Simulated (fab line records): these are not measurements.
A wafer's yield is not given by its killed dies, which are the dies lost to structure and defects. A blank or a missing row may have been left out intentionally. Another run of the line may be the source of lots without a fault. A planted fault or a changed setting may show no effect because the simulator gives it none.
Which tool was responsible? || flow nand-harc || Sampling: 15 lots, 45 wafers, 2 of 1159 route steps

## WHAT EACH GAUGE READ, for each wafer
NHARC_A_M1_OVL_MEAS_10: pitch 240 nm.
{"lot": "L585", "measured": "day 17 11:54", "on": "overlay-02", "overlay-x-nm (nm)": "1.1 1.0 0.2", "overlay-y-nm (nm)": "-1.2 -0.7 -0.6"}
{"lot": "L588", "measured": "day 17 20:04", "on": "overlay-02", "overlay-x-nm (nm)": "0.9 0.3 0.5", "overlay-y-nm (nm)": "-0.6 -0.3 0.4"}
{"lot": "L590", "measured": "day 18 01:08", "on": "overlay-02", "overlay-x-nm (nm)": "-0.8 -0.6 -1.0", "overlay-y-nm (nm)": "0.8 0.8 0.8"}
{"lot": "L591", "measured": "day 19 15:02", "on": "overlay-02", "overlay-x-nm (nm)": "-1.3 -1.6 -1.1", "overlay-y-nm (nm)": "1.0 1.2 1.0"}
{"lot": "L594", "measured": "day 19 22:29", "on": "overlay-01", "overlay-x-nm (nm)": "0.0 -0.3 0.5", "overlay-y-nm (nm)": "-0.5 -0.8 -0.2"}
{"lot": "L593", "measured": "day 19 23:11", "on": "overlay-01", "overlay-x-nm (nm)": "0.4 0.4 0.5", "overlay-y-nm (nm)": "-1.4 -1.3 -2.3"}
{"lot": "L595", "measured": "day 20 08:32", "on": "overlay-01", "overlay-x-nm (nm)": "1.6 2.1 1.7", "overlay-y-nm (nm)": "1.4 1.6 1.8"}
{"lot": "L596", "measured": "day 20 09:11", "on": "overlay-02", "overlay-x-nm (nm)": "1.2 1.2 1.1", "overlay-y-nm (nm)": "0.3 0.1 -0.1"}
{"lot": "L602", "measured": "day 21 20:41", "on": "overlay-02", "overlay-x-nm (nm)": "1.8 0.8 0.9", "overlay-y-nm (nm)": "0.4 0.5 0.8"}
{"lot": "L600", "measured": "day 22 02:56", "on": "overlay-02", "overlay-x-nm (nm)": "0.8 0.9 0.1", "overlay-y-nm (nm)": "-1.2 -1.2 -2.2"}
{"lot": "L604", "measured": "day 22 07:31", "on": "overlay-01", "overlay-x-nm (nm)": "0.2 -0.3 -1.1", "overlay-y-nm (nm)": "-1.1 -1.2 -0.8"}
{"lot": "L601", "measured": "day 22 09:53", "on": "overlay-01", "overlay-x-nm (nm)": "-1.3 -1.4 -1.4", "overlay-y-nm (nm)": "-0.7 -1.1 -0.5"}
{"lot": "L605", "measured": "day 22 21:04", "on": "overlay-02", "overlay-x-nm (nm)": "-0.9 -0.6 -0.5", "overlay-y-nm (nm)": "-0.4 -0.1 0.0"}
{"lot": "L606", "measured": "day 22 21:37", "on": "overlay-02", "overlay-x-nm (nm)": "-0.6 -0.4 -0.4", "overlay-y-nm (nm)": "-0.3 -0.6 -0.1"}
{"lot": "L608", "measured": "day 23 20:16", "on": "overlay-02", "overlay-x-nm (nm)": "-0.9 -0.6 -0.6", "overlay-y-nm (nm)": "-0.4 -0.2 -0.2"}

## WHAT TOOL EACH LOT RAN ON (gives the tool, then ch and the chambers of the sampled wafers, and finally the start)
{"lot": "L585", "NHARC_A_M0_PRE_CLEAN_31": "pecvd-02 ch 0,1,2, day 17 10:32"}
{"lot": "L588", "NHARC_A_M0_PRE_CLEAN_31": "pecvd-02 ch 0,1,2, day 17 18:47"}
{"lot": "L590", "NHARC_A_M0_PRE_CLEAN_31": "pecvd-02 ch 0,1, day 17 23:44"}
{"lot": "L591", "NHARC_A_M0_PRE_CLEAN_31": "pecvd-01 ch 0,2, day 19 13:38"}
{"lot": "L594", "NHARC_A_M0_PRE_CLEAN_31": "pecvd-01 ch 1,2, day 19 20:46"}
{"lot": "L593", "NHARC_A_M0_PRE_CLEAN_31": "pecvd-02 ch 0,1, day 19 21:47"}
{"lot": "L595", "NHARC_A_M0_PRE_CLEAN_31": "pecvd-03 ch 0,1,2, day 20 07:08"}
{"lot": "L596", "NHARC_A_M0_PRE_CLEAN_31": "pecvd-02 ch 0,1, day 20 07:29"}
{"lot": "L602", "NHARC_A_M0_PRE_CLEAN_31": "pecvd-03 ch 0,1, day 21 19:17"}
{"lot": "L600", "NHARC_A_M0_PRE_CLEAN_31": "pecvd-01 ch 0,1,2, day 22 01:23"}
{"lot": "L604", "NHARC_A_M0_PRE_CLEAN_31": "pecvd-01 ch 0,1,2, day 22 06:06"}
{"lot": "L601", "NHARC_A_M0_PRE_CLEAN_31": "pecvd-03 ch 0,1,2, day 22 08:28"}
{"lot": "L605", "NHARC_A_M0_PRE_CLEAN_31": "pecvd-03 ch 0,1,2, day 22 19:32"}
{"lot": "L606", "NHARC_A_M0_PRE_CLEAN_31": "pecvd-03 ch 1,2, day 22 20:15"}
{"lot": "L608", "NHARC_A_M0_PRE_CLEAN_31": "pecvd-01 ch 0,1,2, day 23 18:52"}
- NHARC_A_M0_PRE_CLEAN_31: time 12 s.

## AS READ BY THE TOOLS THEMSELVES (means over the sampled wafers that have a number; for cases with no such wafer, the mark the record gives instead)
NHARC_A_M0_PRE_CLEAN_31.
{"lot": "L585", "tool": "pecvd-02", "heater-power-w (W)": 671, "rf-fwd-power-W (W)": 292.4}
{"lot": "L588", "tool": "pecvd-02", "heater-power-w (W)": 621, "rf-fwd-power-W (W)": 291.8}
{"lot": "L590", "tool": "pecvd-02", "heater-power-w (W)": 718, "rf-fwd-power-W (W)": 292.3}
{"lot": "L591", "tool": "pecvd-01", "heater-power-w (W)": 644, "rf-fwd-power-W (W)": 292.9}
{"lot": "L594", "tool": "pecvd-01", "heater-power-w (W)": 688, "rf-fwd-power-W (W)": 292.8}
{"lot": "L593", "tool": "pecvd-02", "heater-power-w (W)": 693, "rf-fwd-power-W (W)": 292.6}
{"lot": "L595", "tool": "pecvd-03", "heater-power-w (W)": 657, "rf-fwd-power-W (W)": 292.9}
{"lot": "L596", "tool": "pecvd-02", "heater-power-w (W)": 696, "rf-fwd-power-W (W)": 292.4}
{"lot": "L602", "tool": "pecvd-03", "heater-power-w (W)": 615, "rf-fwd-power-W (W)": 292.8}
{"lot": "L600", "tool": "pecvd-01", "heater-power-w (W)": 642, "rf-fwd-power-W (W)": 293.8}
{"lot": "L604", "tool": "pecvd-01", "heater-power-w (W)": 648, "rf-fwd-power-W (W)": 293.0}
{"lot": "L601", "tool": "pecvd-03", "heater-power-w (W)": 632, "rf-fwd-power-W (W)": 293.1}
{"lot": "L605", "tool": "pecvd-03", "heater-power-w (W)": 641, "rf-fwd-power-W (W)": 292.2}
{"lot": "L606", "tool": "pecvd-03", "heater-power-w (W)": 634, "rf-fwd-power-W (W)": 292.5}
{"lot": "L608", "tool": "pecvd-01", "heater-power-w (W)": 684, "rf-fwd-power-W (W)": 292.7}

## THE ANSWER, worked out from the rows above alone
Rule: the lots themselves supply what counts as usual. Put in order of their means at a reading, lots are off if they are a third of the lots or fewer, leave a main group of 4 or more, and stand apart from it by a gap of 3 or more times the standard deviation of the main group's means; of several such gaps the widest counts. A main group whose means are all the same, to the digits that the tables above print for the reading, isn't used. Also off: a lot with no number at a reading for which 4 or more lots have one. Where the step has rows for the other lots, those lots are counted as sound. The gauges are gone through in route order, then the tools' own readings, and for those a lot's mean is taken as printed above. The first step at which some lot is off is used, and at that step the reading that is off furthest; a lot without a number counts as furthest.
None of the lots is off at any reading shown; this tells nothing.

## WHAT THE SIMULATOR HAD PUT IN
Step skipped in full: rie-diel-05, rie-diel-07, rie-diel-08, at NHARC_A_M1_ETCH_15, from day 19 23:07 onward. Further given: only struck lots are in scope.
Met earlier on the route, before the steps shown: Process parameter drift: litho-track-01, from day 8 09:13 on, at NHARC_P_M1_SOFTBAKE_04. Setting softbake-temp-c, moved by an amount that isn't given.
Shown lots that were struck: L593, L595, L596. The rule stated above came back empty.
